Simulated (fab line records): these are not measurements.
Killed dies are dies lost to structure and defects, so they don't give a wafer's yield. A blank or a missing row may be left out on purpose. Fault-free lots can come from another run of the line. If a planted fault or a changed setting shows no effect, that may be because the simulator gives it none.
Chamber matching + flow n5_finfet + N5_BEOL_M6_DESCUM_33 on rie_diel-01: 4 sister chambers
The step chemistry O2, time 7 s. 18 wafers are shown with their chamber, then 9 later ones without.

EACH WAFER AND ITS CHAMBER
| wafer  | chamber | throttle_valve_pct (%) | showerhead_plenum_p_Torr (Torr) | oes_product_au (a.u.) |
|--------|---------|------------------------|---------------------------------|-----------------------|
| L075.1 | 0       | 20.2                   | 2.05                            | 0.73                  |
| L075.2 | 2       | 20.2                   | 2.13                            | 0.94                  |
| L075.4 | 3       | 20.2                   | 2.03                            | 0.89                  |
| L076.1 | 0       | 20.2                   | 2.05                            | 0.72                  |
| L076.3 | 1       | 21.1                   | 2.02                            | 0.71                  |
| L076.5 | 3       | 20.2                   | 2.03                            | 0.88                  |
| L081.1 | 0       | 20.2                   | 2.05                            | 0.72                  |
| L081.5 | 3       | 20.2                   | 2.02                            | 0.86                  |
| L081.6 | 0       | 20.2                   | 2.05                            | 0.70                  |
| L083.2 | 0       | 20.2                   | 2.05                            | 0.72                  |
| L083.4 | 2       | 20.2                   | 2.13                            | 0.91                  |
| L083.6 | 2       | 20.2                   | 2.13                            | 0.90                  |
| L085.2 | 2       | 20.3                   | 2.12                            | 0.90                  |
| L085.3 | 1       | 21.1                   | 2.01                            | 0.70                  |
| L085.6 | 0       | 20.2                   | 2.05                            | 0.72                  |
| L092.1 | 0       | 20.2                   | 2.04                            | 0.70                  |
| L092.2 | 3       | 20.2                   | 2.02                            | 0.84                  |
| L092.5 | 1       | 21.1                   | 2.01                            | 0.69                  |

SIGNATURES, as means of the wafers listed above
| reading                  | chamber 0 | chamber 1 | chamber 2 | chamber 3 | scatter within a chamber |
|--------------------------|-----------|-----------|-----------|-----------|--------------------------|
| throttle_valve_pct       | 20.200    | 21.100    | 20.225    | 20.200    | 0.0231                   |
| showerhead_plenum_p_Torr | 2.0486    | 2.0133    | 2.1275    | 2.0250    | 0.00484                  |
| oes_product_au           | 0.7157    | 0.7000    | 0.9125    | 0.8675    | 0.0159                   |
Rule: for a wafer and a chamber, the distance is found by dividing, reading by reading, the gap between the wafer's reading and the chamber's mean by the reading's scatter, squaring, summing and taking the root. The wafer belongs to the nearest chamber; if the next one is less than 2 further off, it can't be placed. How the scatter is found: for the shown wafers, subtract from each reading the mean of its chamber, square and add these, divide the total by (wafers less chambers), then take the root.

WAFERS WHOSE CHAMBER IS MISSING
| wafer  | throttle_valve_pct (%) | showerhead_plenum_p_Torr (Torr) | oes_product_au (a.u.) |
|--------|------------------------|---------------------------------|-----------------------|
| L091.1 | 20.2                   | 2.02                            | 0.85                  |
| L091.4 | 20.3                   | 2.04                            | 0.70                  |
| L091.5 | 20.3                   | 2.12                            | 0.85                  |
| L094.2 | 20.3                   | 2.12                            | 0.85                  |
| L094.3 | 20.2                   | 2.01                            | 0.83                  |
| L094.6 | 21.1                   | 2.01                            | 0.67                  |
| L096.1 | 21.2                   | 2.01                            | 0.68                  |
| L096.4 | 20.3                   | 2.01                            | 0.83                  |
| L096.5 | 20.3                   | 2.12                            | 0.85                  |

THE CHAMBER EACH PASSED THROUGH
| wafer  | from the rows above | in truth |
|--------|---------------------|----------|
| L091.1 | 3                   | 3        |
| L091.4 | 0                   | 0        |
| L091.5 | 2                   | 2        |
| L094.2 | 2                   | 2        |
| L094.3 | 3                   | 3        |
| L094.6 | 1                   | 1        |
| L096.1 | 1                   | 1        |
| L096.4 | 3                   | 3        |
| L096.5 | 2                   | 2        |
Correctly placed: 9 of 9. Number that these rows cannot place: 0. Placed wrongly: 0.
